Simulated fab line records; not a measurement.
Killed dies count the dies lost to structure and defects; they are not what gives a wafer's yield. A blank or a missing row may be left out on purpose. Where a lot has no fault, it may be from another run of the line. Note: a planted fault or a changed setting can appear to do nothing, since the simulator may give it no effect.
Matching of chambers / flow n5_finfet / N5_DUMMY_GATE_ETCH_23 on rie_si-01: 4 sister chambers
The step etches poly-Si in HBr/Cl2/O2, target depth 41 nm, time 22.3 s. 14 wafers are shown with their chamber, then 7 later ones without.

== WAFERS, EACH WITH ITS CHAMBER ==
wafer=L075.1; chamber=1; throttle_valve_pct (%)=37.58; drypump_motor_current_A (A)=5.3; oes_product_au (a.u.)=1.015
wafer=L075.2; chamber=3; throttle_valve_pct (%)=36.96; drypump_motor_current_A (A)=5.9; oes_product_au (a.u.)=1.008
wafer=L075.3; chamber=0; throttle_valve_pct (%)=37.05; drypump_motor_current_A (A)=6.1; oes_product_au (a.u.)=0.971
wafer=L079.2; chamber=1; throttle_valve_pct (%)=37.58; drypump_motor_current_A (A)=5.2; oes_product_au (a.u.)=1.014
wafer=L079.4; chamber=2; throttle_valve_pct (%)=36.99; drypump_motor_current_A (A)=4.7; oes_product_au (a.u.)=0.993
wafer=L079.5; chamber=1; throttle_valve_pct (%)=37.56; drypump_motor_current_A (A)=5.2; oes_product_au (a.u.)=1.021
wafer=L088.1; chamber=3; throttle_valve_pct (%)=36.98; drypump_motor_current_A (A)=5.9; oes_product_au (a.u.)=1.018
wafer=L088.2; chamber=1; throttle_valve_pct (%)=37.57; drypump_motor_current_A (A)=5.3; oes_product_au (a.u.)=1.029
wafer=L088.4; chamber=3; throttle_valve_pct (%)=36.98; drypump_motor_current_A (A)=5.9; oes_product_au (a.u.)=1.013
wafer=L091.1; chamber=2; throttle_valve_pct (%)=36.99; drypump_motor_current_A (A)=4.6; oes_product_au (a.u.)=0.990
wafer=L091.4; chamber=0; throttle_valve_pct (%)=37.06; drypump_motor_current_A (A)=6.1; oes_product_au (a.u.)=0.960
wafer=L091.5; chamber=0; throttle_valve_pct (%)=37.05; drypump_motor_current_A (A)=6.1; oes_product_au (a.u.)=0.957
wafer=L093.2; chamber=2; throttle_valve_pct (%)=36.98; drypump_motor_current_A (A)=4.7; oes_product_au (a.u.)=0.994
wafer=L093.3; chamber=3; throttle_valve_pct (%)=36.97; drypump_motor_current_A (A)=5.9; oes_product_au (a.u.)=1.000

SIGNATURES (means of the wafers above)
reading=throttle_valve_pct; chamber 0=37.0533; chamber 1=37.5725; chamber 2=36.9867; chamber 3=36.9725; scatter within a chamber=0.00827
reading=drypump_motor_current_A; chamber 0=6.100; chamber 1=5.250; chamber 2=4.667; chamber 3=5.900; scatter within a chamber=0.0408
reading=oes_product_au; chamber 0=0.96267; chamber 1=1.01975; chamber 2=0.99233; chamber 3=1.00975; scatter within a chamber=0.00661
Rule: for each reading, subtract the chamber's mean from the wafer's reading, divide by that reading's scatter and square the result; add these up over the readings and take the root, which gives the wafer's distance from the chamber. The wafer belongs to the nearest chamber; if the next one is less than 2 further off, it can't be placed. How the scatter is found: for the shown wafers, subtract from each reading the mean of its chamber, square and add these, divide the total by (wafers less chambers), then take the root.

== WAFERS WHOSE CHAMBER IS MISSING ==
wafer=L093.4; throttle_valve_pct (%)=37.56; drypump_motor_current_A (A)=5.3; oes_product_au (a.u.)=1.019
wafer=L094.1; throttle_valve_pct (%)=37.57; drypump_motor_current_A (A)=5.2; oes_product_au (a.u.)=1.021
wafer=L094.4; throttle_valve_pct (%)=36.99; drypump_motor_current_A (A)=4.6; oes_product_au (a.u.)=1.001
wafer=L094.5; throttle_valve_pct (%)=37.58; drypump_motor_current_A (A)=5.3; oes_product_au (a.u.)=1.020
wafer=L095.2; throttle_valve_pct (%)=36.99; drypump_motor_current_A (A)=4.6; oes_product_au (a.u.)=0.998
wafer=L095.4; throttle_valve_pct (%)=37.57; drypump_motor_current_A (A)=5.3; oes_product_au (a.u.)=1.016
wafer=L095.6; throttle_valve_pct (%)=37.06; drypump_motor_current_A (A)=6.1; oes_product_au (a.u.)=0.971

== THE CHAMBER EACH PASSED THROUGH ==
wafer=L093.4; from the rows above=1; in truth=1
wafer=L094.1; from the rows above=1; in truth=1
wafer=L094.4; from the rows above=2; in truth=2
wafer=L094.5; from the rows above=1; in truth=1
wafer=L095.2; from the rows above=2; in truth=2
wafer=L095.4; from the rows above=1; in truth=1
wafer=L095.6; from the rows above=0; in truth=0
Correct placement for 7 of the 7. Left unplaced by these rows: 0. Placed wrongly: 0.
